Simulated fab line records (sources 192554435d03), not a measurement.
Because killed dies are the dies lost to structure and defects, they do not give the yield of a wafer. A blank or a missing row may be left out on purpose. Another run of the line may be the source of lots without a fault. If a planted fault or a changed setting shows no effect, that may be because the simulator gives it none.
Which tool is to blame? / flow n5Finfet / 72 wafers from 24 lots sampled at 6 of the route's 1938 steps

## WHAT EACH GAUGE READ, for each wafer
N5_BEOL_M14_THK_MEAS_01.
lot=L074; measured=day 11 22:22; on=filmMetro-02; M14_ILD_THK (nm)=1106 1092 1100
lot=L075; measured=day 12 05:01; on=filmMetro-02; M14_ILD_THK (nm)=1111 1120 1128
lot=L077; measured=day 12 08:27; on=filmMetro-02; M14_ILD_THK (nm)=1099 1110 1135
lot=L076; measured=day 12 16:28; on=filmMetro-01; M14_ILD_THK (nm)=1105 1102 1113
lot=L078; measured=day 13 00:10; on=filmMetro-01; M14_ILD_THK (nm)=1117 1128 1131
lot=L080; measured=day 13 01:43; on=filmMetro-01; M14_ILD_THK (nm)=1098 1095 1112
lot=L079; measured=day 13 03:35; on=filmMetro-01; M14_ILD_THK (nm)=1102 1106 1120
lot=L081; measured=day 13 16:54; on=filmMetro-01; M14_ILD_THK (nm)=1089 1116 1121
lot=L083; measured=day 14 02:58; on=filmMetro-02; M14_ILD_THK (nm)=1103 1138 1135
lot=L082; measured=day 14 05:13; on=filmMetro-02; M14_ILD_THK (nm)=1104 1123 1124
lot=L084; measured=day 14 22:19; on=filmMetro-01; M14_ILD_THK (nm)=1103 1114 1122
lot=L085; measured=day 15 05:17; on=filmMetro-01; M14_ILD_THK (nm)=1113 1140 1125
lot=L089; measured=day 15 06:22; on=filmMetro-02; M14_ILD_THK (nm)=1120 1117 1138
lot=L086; measured=day 15 06:29; on=filmMetro-02; M14_ILD_THK (nm)=1126 1141 1127
lot=L087; measured=day 15 07:59; on=filmMetro-02; M14_ILD_THK (nm)=1115 1153 1137
lot=L088; measured=day 15 13:45; on=filmMetro-01; M14_ILD_THK (nm)=1123 1127 1114
lot=L091; measured=day 16 08:59; on=filmMetro-01; M14_ILD_THK (nm)=1095 1101 1105
lot=L090; measured=day 16 08:59; on=filmMetro-02; M14_ILD_THK (nm)=1103 1117 1113
lot=L092; measured=day 16 13:19; on=filmMetro-02; M14_ILD_THK (nm)=1117 1110 1114
lot=L094; measured=day 16 15:28; on=filmMetro-01; M14_ILD_THK (nm)=1097 1129 1121
lot=L093; measured=day 17 15:30; on=filmMetro-01; M14_ILD_THK (nm)=1117 1101 1109
lot=L095; measured=day 17 16:43; on=filmMetro-01; M14_ILD_THK (nm)=1091 1107 1109
lot=L096; measured=day 17 20:01; on=filmMetro-02; M14_ILD_THK (nm)=1105 1107 1117
lot=L097; measured=day 18 02:44; on=filmMetro-01; M14_ILD_THK (nm)=1103 1115 1112

N5_BEOL_M14_CD_MEAS_28: the cd target is 284.4 nm.
lot=L074; measured=day 11 23:31; on=cdSem-03; cdNm (nm)=287.1 286.2 284.4
lot=L075; measured=day 12 06:17; on=cdSem-02; cdNm (nm)=283.3 283.7 285.3
lot=L077; measured=day 12 09:36; on=cdSem-03; cdNm (nm)=285.9 286.5 287.4
lot=L076; measured=day 12 17:45; on=cdSem-03; cdNm (nm)=284.3 283.7 284.5
lot=L078; measured=day 13 01:27; on=cdSem-02; cdNm (nm)=283.3 283.9 285.0
lot=L080; measured=day 13 02:59; on=cdSem-03; cdNm (nm)=284.2 282.9 284.4
lot=L079; measured=day 13 04:45; on=cdSem-01; cdNm (nm)=283.8 282.3 282.6
lot=L081; measured=day 13 18:18; on=cdSem-03; cdNm (nm)=282.8 283.1 281.6
lot=L083; measured=day 14 04:17; on=cdSem-03; cdNm (nm)=285.0 286.1 286.6
lot=L082; measured=day 14 06:38; on=cdSem-02; cdNm (nm)=284.8 283.8 286.1
lot=L084; measured=day 14 23:37; on=cdSem-01; cdNm (nm)=282.7 282.5 282.7
lot=L085; measured=day 15 06:26; on=cdSem-01; cdNm (nm)=283.5 284.1 283.2
lot=L089; measured=day 15 07:32; on=cdSem-03; cdNm (nm)=282.3 282.9 279.7
lot=L086; measured=day 15 08:25; on=cdSem-02; cdNm (nm)=284.0 285.7 285.6
lot=L087; measured=day 15 09:23; on=cdSem-03; cdNm (nm)=285.4 286.3 285.3
lot=L088; measured=day 15 15:09; on=cdSem-01; cdNm (nm)=282.7 284.3 282.2
lot=L091; measured=day 16 10:28; on=cdSem-01; cdNm (nm)=285.0 283.2 284.5
lot=L090; measured=day 16 10:42; on=cdSem-01; cdNm (nm)=285.1 285.1 283.8
lot=L092; measured=day 16 14:44; on=cdSem-01; cdNm (nm)=285.0 284.1 283.9
lot=L094; measured=day 16 17:01; on=cdSem-02; cdNm (nm)=283.1 285.8 283.4
lot=L093; measured=day 17 16:47; on=cdSem-03; cdNm (nm)=285.6 287.1 286.0
lot=L095; measured=day 17 17:55; on=cdSem-02; cdNm (nm)=283.4 283.9 284.4
lot=L096; measured=day 17 21:20; on=cdSem-01; cdNm (nm)=285.4 284.9 286.6
lot=L097; measured=day 18 03:53; on=cdSem-03; cdNm (nm)=283.3 283.9 286.0

N5_BEOL_M14_OCD_MEAS_35.
lot=L074; measured=day 12 00:13; on=ocd-01; trenchDepthNm (nm)=567 555 547
lot=L075; measured=day 12 07:11; on=ocd-02; trenchDepthNm (nm)=546 544 568
lot=L077; measured=day 12 10:19; on=ocd-01; trenchDepthNm (nm)=570 577 549
lot=L076; measured=day 12 18:31; on=ocd-02; trenchDepthNm (nm)=550 568 537
lot=L078; measured=day 13 02:22; on=ocd-01; trenchDepthNm (nm)=573 548 549
lot=L080; measured=day 13 03:41; on=ocd-02; trenchDepthNm (nm)=558 547 556
lot=L079; measured=day 13 05:29; on=ocd-01; trenchDepthNm (nm)=566 554 562
lot=L081; measured=day 13 19:07; on=ocd-01; trenchDepthNm (nm)=570 561 576
lot=L083; measured=day 14 05:16; on=ocd-02; trenchDepthNm (nm)=553 567 557
lot=L082; measured=day 14 07:22; on=ocd-02; trenchDepthNm (nm)=566 546 550
lot=L084; measured=day 15 00:19; on=ocd-02; trenchDepthNm (nm)=550 557 563
lot=L085; measured=day 15 07:08; on=ocd-02; trenchDepthNm (nm)=540 547 547
lot=L089; measured=day 15 08:17; on=ocd-02; trenchDepthNm (nm)=569 552 549
lot=L086; measured=day 15 09:12; on=ocd-02; trenchDepthNm (nm)=553 553 551
lot=L087; measured=day 15 10:05; on=ocd-01; trenchDepthNm (nm)=555 556 564
lot=L088; measured=day 15 15:51; on=ocd-01; trenchDepthNm (nm)=544 564 564
lot=L091; measured=day 16 11:33; on=ocd-01; trenchDepthNm (nm)=551 567 567
lot=L090; measured=day 16 11:40; on=ocd-02; trenchDepthNm (nm)=554 558 552
lot=L092; measured=day 16 15:26; on=ocd-01; trenchDepthNm (nm)=549 567 568
lot=L094; measured=day 16 17:43; on=ocd-01; trenchDepthNm (nm)=565 550 573
lot=L093; measured=day 17 17:29; on=ocd-01; trenchDepthNm (nm)=549 549 550
lot=L095; measured=day 17 18:36; on=ocd-02; trenchDepthNm (nm)=560 553 553
lot=L096; measured=day 17 22:04; on=ocd-02; trenchDepthNm (nm)=547 560 559
lot=L097; measured=day 18 04:49; on=ocd-01; trenchDepthNm (nm)=555 556 553

N5_BEOL_M14_RS_MEAS_54: a four-point-probe measurement.
lot=L074; measured=day 12 03:34; on=filmMetro-01; M14_RS (ohm/sq)=0.0327 0.0334 0.0339
lot=L075; measured=day 12 11:34; on=filmMetro-01; M14_RS (ohm/sq)=0.0338 0.0340 0.0326
lot=L077; measured=day 12 15:18; on=filmMetro-02; M14_RS (ohm/sq)=0.0324 0.0320 0.0337
lot=L076; measured=day 12 22:13; on=filmMetro-02; M14_RS (ohm/sq)=0.0336 0.0324 0.0344
lot=L078; measured=day 13 04:24; on=filmMetro-02; M14_RS (ohm/sq)=0.0321 0.0337 0.0336
lot=L080; measured=day 13 06:50; on=filmMetro-02; M14_RS (ohm/sq)=0.0331 0.0336 0.0333
lot=L079; measured=day 13 07:41; on=filmMetro-01; M14_RS (ohm/sq)=0.0327 0.0334 0.0330
lot=L081; measured=day 13 21:26; on=filmMetro-01; M14_RS (ohm/sq)=0.0324 0.0329 0.0319
lot=L083; measured=day 14 11:39; on=filmMetro-01; M14_RS (ohm/sq)=0.0335 0.0325 0.0331
lot=L082; measured=day 14 12:09; on=filmMetro-02; M14_RS (ohm/sq)=0.0326 0.0339 0.0336
lot=L084; measured=day 15 05:02; on=filmMetro-02; M14_RS (ohm/sq)=0.0336 0.0332 0.0328
lot=L085; measured=day 15 09:07; on=filmMetro-01; M14_RS (ohm/sq)=0.0341 0.0337 0.0337
lot=L089; measured=day 15 09:56; on=filmMetro-01; M14_RS (ohm/sq)=0.0327 0.0336 0.0338
lot=L086; measured=day 15 14:50; on=filmMetro-01; M14_RS (ohm/sq)=0.0334 0.0334 0.0336
lot=L087; measured=day 15 15:19; on=filmMetro-02; M14_RS (ohm/sq)=0.0333 0.0332 0.0327
lot=L088; measured=day 15 17:49; on=filmMetro-01; M14_RS (ohm/sq)=0.0340 0.0326 0.0326
lot=L091; measured=day 16 13:28; on=filmMetro-01; M14_RS (ohm/sq)=0.0335 0.0327 0.0327
lot=L090; measured=day 16 16:42; on=filmMetro-02; M14_RS (ohm/sq)=0.0334 0.0331 0.0335
lot=L092; measured=day 16 17:01; on=filmMetro-01; M14_RS (ohm/sq)=0.0337 0.0326 0.0325
lot=L094; measured=day 17 02:19; on=filmMetro-02; M14_RS (ohm/sq)=0.0328 0.0336 0.0323
lot=L093; measured=day 17 19:59; on=filmMetro-01; M14_RS (ohm/sq)=0.0337 0.0335 0.0336
lot=L095; measured=day 17 20:31; on=filmMetro-01; M14_RS (ohm/sq)=0.0330 0.0333 0.0333
lot=L096; measured=day 18 02:03; on=filmMetro-01; M14_RS (ohm/sq)=0.0337 0.0329 0.0330
lot=L097; measured=day 18 06:59; on=filmMetro-02; M14_RS (ohm/sq)=0.0333 0.0331 0.0334

N5_BEOL_M14_INSPECT_55: inspects for defects (darkfield).
lot=L074; measured=day 12 03:35; on=defectInspect-02; rawDefectCount=78 111 72
lot=L075; measured=day 12 11:35; on=defectInspect-01; rawDefectCount=51 40 65
lot=L077; measured=day 12 15:20; on=defectInspect-02; rawDefectCount=46 37 59
lot=L076; measured=day 12 22:14; on=defectInspect-02; rawDefectCount=104 106 84
lot=L078; measured=day 13 04:25; on=defectInspect-01; rawDefectCount=51 62 43
lot=L080; measured=day 13 06:52; on=defectInspect-01; rawDefectCount=52 51 42
lot=L079; measured=day 13 07:42; on=defectInspect-02; rawDefectCount=54 48 55
lot=L081; measured=day 13 21:28; on=defectInspect-01; rawDefectCount=48 37 70
lot=L083; measured=day 14 11:41; on=defectInspect-02; rawDefectCount=36 59 67
lot=L082; measured=day 14 12:10; on=defectInspect-02; rawDefectCount=67 57 94
lot=L084; measured=day 15 05:04; on=defectInspect-02; rawDefectCount=43 73 46
lot=L085; measured=day 15 09:08; on=defectInspect-01; rawDefectCount=93 40 63
lot=L089; measured=day 15 09:58; on=defectInspect-01; rawDefectCount=75 46 92
lot=L086; measured=day 15 14:52; on=defectInspect-02; rawDefectCount=66 31 75
lot=L087; measured=day 15 15:21; on=defectInspect-01; rawDefectCount=93 68 107
lot=L088; measured=day 15 17:50; on=defectInspect-02; rawDefectCount=60 124 115
lot=L091; measured=day 16 13:29; on=defectInspect-02; rawDefectCount=76 57 92
lot=L090; measured=day 16 16:43; on=defectInspect-02; rawDefectCount=51 52 52
lot=L092; measured=day 16 17:03; on=defectInspect-02; rawDefectCount=53 69 41
lot=L094; measured=day 17 02:20; on=defectInspect-02; rawDefectCount=39 44 53
lot=L093; measured=day 17 20:01; on=defectInspect-01; rawDefectCount=44 81 52
lot=L095; measured=day 17 20:33; on=defectInspect-01; rawDefectCount=107 93 94
lot=L096; measured=day 18 02:05; on=defectInspect-02; rawDefectCount=60 47 80
lot=L097; measured=day 18 07:01; on=defectInspect-01; rawDefectCount=74 86 80

## WHICH TOOL RAN EACH LOT (tool, then ch and the chambers of the sampled wafers, then the start)
lot=L074; N5_BEOL_M14_ETCH_68=rieDiel-04 ch 0,2,3, day 11 23:47
lot=L075; N5_BEOL_M14_ETCH_68=rieDiel-04 ch 0,2,3, day 12 06:46
lot=L077; N5_BEOL_M14_ETCH_68=rieDiel-01 ch 0,3, day 12 09:53
lot=L076; N5_BEOL_M14_ETCH_68=rieDiel-01 ch 0,2,3, day 12 18:05
lot=L078; N5_BEOL_M14_ETCH_68=rieDiel-04 ch 0,1,3, day 13 01:56
lot=L080; N5_BEOL_M14_ETCH_68=rieDiel-03 ch 1,3, day 13 03:16
lot=L079; N5_BEOL_M14_ETCH_68=rieDiel-03 ch 0,1,3, day 13 05:03
lot=L081; N5_BEOL_M14_ETCH_68=rieDiel-01 ch 1,3, day 13 18:41
lot=L083; N5_BEOL_M14_ETCH_68=rieDiel-01 ch 2,3, day 14 04:50
lot=L082; N5_BEOL_M14_ETCH_68=rieDiel-04 ch 0,1,3, day 14 06:56
lot=L084; N5_BEOL_M14_ETCH_68=rieDiel-03 ch 1,3, day 14 23:53
lot=L085; N5_BEOL_M14_ETCH_68=rieDiel-04 ch 1,2, day 15 06:43
lot=L089; N5_BEOL_M14_ETCH_68=rieDiel-04 ch 0,1,3, day 15 07:52
lot=L086; N5_BEOL_M14_ETCH_68=rieDiel-03 ch 2,3, day 15 08:46
lot=L087; N5_BEOL_M14_ETCH_68=rieDiel-03 ch 1,3, day 15 09:39
lot=L088; N5_BEOL_M14_ETCH_68=rieDiel-04 ch 0,3, day 15 15:25
lot=L091; N5_BEOL_M14_ETCH_68=rieDiel-01 ch 0,1,3, day 16 11:07
lot=L090; N5_BEOL_M14_ETCH_68=rieDiel-03 ch 0,2,3, day 16 11:14
lot=L092; N5_BEOL_M14_ETCH_68=rieDiel-01 ch 1,2,3, day 16 15:01
lot=L094; N5_BEOL_M14_ETCH_68=rieDiel-01 ch 0,3, day 16 17:17
lot=L093; N5_BEOL_M14_ETCH_68=rieDiel-03 ch 2,3, day 17 17:04
lot=L095; N5_BEOL_M14_ETCH_68=rieDiel-04 ch 0,2, day 17 18:10
lot=L096; N5_BEOL_M14_ETCH_68=rieDiel-01 ch 1,2, day 17 21:38
lot=L097; N5_BEOL_M14_ETCH_68=rieDiel-03 ch 0,1, day 18 04:23
- N5_BEOL_M14_ETCH_68: etches SOC in N2/H2, time 450 s.

## WHAT THE TOOLS THEMSELVES READ (means of the sampled wafers that have a number; where no wafer has one, the mark that the record gives instead)
N5_BEOL_M14_ETCH_68.
lot=L074; tool=rieDiel-04; drypumpMotorCurrentA (A)=5.6; oesProductAu (a.u.)=0.79; rfVppV (V)=525.0; showerheadPlenumPTorr (Torr)=2.59; throttleValvePct (%)=17.79
lot=L075; tool=rieDiel-04; drypumpMotorCurrentA (A)=5.6; oesProductAu (a.u.)=0.79; rfVppV (V)=525.4; showerheadPlenumPTorr (Torr)=2.59; throttleValvePct (%)=17.80
lot=L077; tool=rieDiel-01; drypumpMotorCurrentA (A)=5.9; oesProductAu (a.u.)=0.75; rfVppV (V)=521.1; showerheadPlenumPTorr (Torr)=2.44; throttleValvePct (%)=17.87
lot=L076; tool=rieDiel-01; drypumpMotorCurrentA (A)=6.0; oesProductAu (a.u.)=0.73; rfVppV (V)=521.6; showerheadPlenumPTorr (Torr)=2.46; throttleValvePct (%)=17.81
lot=L078; tool=rieDiel-04; drypumpMotorCurrentA (A)=5.8; oesProductAu (a.u.)=0.81; rfVppV (V)=525.1; showerheadPlenumPTorr (Torr)=2.60; throttleValvePct (%)=17.70
lot=L080; tool=rieDiel-03; drypumpMotorCurrentA (A)=6.0; oesProductAu (a.u.)=0.77; rfVppV (V)=521.3; showerheadPlenumPTorr (Torr)=2.44; throttleValvePct (%)=17.92
lot=L079; tool=rieDiel-03; drypumpMotorCurrentA (A)=5.8; oesProductAu (a.u.)=0.81; rfVppV (V)=521.7; showerheadPlenumPTorr (Torr)=2.46; throttleValvePct (%)=17.77
lot=L081; tool=rieDiel-01; drypumpMotorCurrentA (A)=5.8; oesProductAu (a.u.)=0.80; rfVppV (V)=521.4; showerheadPlenumPTorr (Torr)=2.45; throttleValvePct (%)=17.82
lot=L083; tool=rieDiel-01; drypumpMotorCurrentA (A)=6.1; oesProductAu (a.u.)=0.89; rfVppV (V)=521.8; showerheadPlenumPTorr (Torr)=2.48; throttleValvePct (%)=17.60
lot=L082; tool=rieDiel-04; drypumpMotorCurrentA (A)=5.8; oesProductAu (a.u.)=0.80; rfVppV (V)=524.8; showerheadPlenumPTorr (Torr)=2.60; throttleValvePct (%)=17.70
lot=L084; tool=rieDiel-03; drypumpMotorCurrentA (A)=6.0; oesProductAu (a.u.)=0.75; rfVppV (V)=520.7; showerheadPlenumPTorr (Torr)=2.43; throttleValvePct (%)=17.93
lot=L085; tool=rieDiel-04; drypumpMotorCurrentA (A)=6.0; oesProductAu (a.u.)=0.77; rfVppV (V)=526.3; showerheadPlenumPTorr (Torr)=2.65; throttleValvePct (%)=17.98
lot=L089; tool=rieDiel-04; drypumpMotorCurrentA (A)=5.8; oesProductAu (a.u.)=0.79; rfVppV (V)=525.6; showerheadPlenumPTorr (Torr)=2.60; throttleValvePct (%)=17.73
lot=L086; tool=rieDiel-03; drypumpMotorCurrentA (A)=5.7; oesProductAu (a.u.)=0.71; rfVppV (V)=520.9; showerheadPlenumPTorr (Torr)=2.48; throttleValvePct (%)=18.17
lot=L087; tool=rieDiel-03; drypumpMotorCurrentA (A)=6.1; oesProductAu (a.u.)=0.75; rfVppV (V)=520.7; showerheadPlenumPTorr (Torr)=2.43; throttleValvePct (%)=17.94
lot=L088; tool=rieDiel-04; drypumpMotorCurrentA (A)=5.6; oesProductAu (a.u.)=0.79; rfVppV (V)=522.6; showerheadPlenumPTorr (Torr)=2.52; throttleValvePct (%)=17.62
lot=L091; tool=rieDiel-01; drypumpMotorCurrentA (A)=5.9; oesProductAu (a.u.)=0.77; rfVppV (V)=521.2; showerheadPlenumPTorr (Torr)=2.45; throttleValvePct (%)=17.72
lot=L090; tool=rieDiel-03; drypumpMotorCurrentA (A)=5.5; oesProductAu (a.u.)=0.75; rfVppV (V)=522.6; showerheadPlenumPTorr (Torr)=2.50; throttleValvePct (%)=18.04
lot=L092; tool=rieDiel-01; drypumpMotorCurrentA (A)=6.0; oesProductAu (a.u.)=0.83; rfVppV (V)=523.1; showerheadPlenumPTorr (Torr)=2.47; throttleValvePct (%)=17.66
lot=L094; tool=rieDiel-01; drypumpMotorCurrentA (A)=5.8; oesProductAu (a.u.)=0.73; rfVppV (V)=521.0; showerheadPlenumPTorr (Torr)=2.42; throttleValvePct (%)=17.94
lot=L093; tool=rieDiel-03; drypumpMotorCurrentA (A)=5.7; oesProductAu (a.u.)=0.70; rfVppV (V)=524.0; showerheadPlenumPTorr (Torr)=2.55; throttleValvePct (%)=18.19
lot=L095; tool=rieDiel-04; drypumpMotorCurrentA (A)=5.6; oesProductAu (a.u.)=0.93; rfVppV (V)=524.3; showerheadPlenumPTorr (Torr)=2.55; throttleValvePct (%)=17.71
lot=L096; tool=rieDiel-01; drypumpMotorCurrentA (A)=6.0; oesProductAu (a.u.)=0.86; rfVppV (V)=521.6; showerheadPlenumPTorr (Torr)=2.49; throttleValvePct (%)=17.47
lot=L097; tool=rieDiel-03; drypumpMotorCurrentA (A)=5.9; oesProductAu (a.u.)=0.81; rfVppV (V)=521.4; showerheadPlenumPTorr (Torr)=2.46; throttleValvePct (%)=17.61

## THE ANSWER, worked out from the rows above alone
Rule: the usual values come from the lots themselves. Put in order of their means at a reading, lots are off if they are a third of the lots or fewer, leave a main group of 4 or more, and stand apart from it by a gap of 3 or more times the standard deviation of the main group's means; of several such gaps the widest counts. Not used: any main group whose means are identical at the precision the tables above print for the reading. A lot without any number at a reading at which 4 lots or more have one is off too. Where the step has rows for the other lots, those lots are counted as sound. After the gauges, taken in route order, come the tools' own readings; for these a lot's mean is taken, as printed above. At the first step where some lot is off, the reading lying furthest off is the one used; lots without a number count as furthest.
Across all readings shown, no lot is off: no conclusion can be drawn from this.

## WHAT THE SIMULATOR HAD INSERTED
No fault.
